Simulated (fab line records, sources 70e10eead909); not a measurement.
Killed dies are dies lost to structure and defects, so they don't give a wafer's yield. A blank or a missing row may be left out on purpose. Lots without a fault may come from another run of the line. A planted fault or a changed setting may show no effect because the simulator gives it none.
Chamber matching | flow nand_harc | NHARC_THIN_TSV_DEP_43 on pecvd-04: 3 sister chambers
The step deposits SiO2, target thk 1328.5 nm. 3 wafers are shown with their chamber, then 9 later ones without.

WAFERS WITH THEIR CHAMBER
wafer  | chamber | throttle_valve_pct (%)
L427.3 | 2       | 15.9
L428.5 | 1       | 15.9
L428.6 | 0       | 15.0

WAFERS WITHOUT THEIR CHAMBER
wafer  | throttle_valve_pct (%)
L429.1 | 15.5
L429.2 | 16.1
L429.4 | 15.1
L430.1 | 16.0
L430.3 | 15.7
L430.4 | 15.0
L432.2 | 15.1
L432.4 | 15.6
L432.5 | 16.1

WHICH CHAMBER EACH WENT THROUGH
wafer  | from the rows above          | in truth
L429.1 | can't be placed: 1 or 2 or 0 | 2
L429.2 | can't be placed: 1 or 2      | 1
L429.4 | 0                            | 0
L430.1 | can't be placed: 1 or 2      | 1
L430.3 | can't be placed: 1 or 2      | 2
L430.4 | 0                            | 0
L432.2 | 0                            | 0
L432.4 | can't be placed: 1 or 2 or 0 | 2
L432.5 | can't be placed: 1 or 2      | 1
Placed correctly: 3 of 9. Can't be placed from these rows: 6 (the true chamber is among the candidates in 6). Placed wrongly: 0.
How it was worked out, from the rows above alone: a wafer's distance from a chamber is the root of the sum, over the readings, of the square of ((its reading less the chamber's mean) divided by the reading's scatter). The wafer belongs to the nearest chamber; if the next one is less than 2 further off, it can't be placed. A chamber's mean is the mean of its shown wafers. The scatter: with one shown wafer a chamber, the root of the mean of the squares of how far each hidden wafer lies from its nearest shown one.
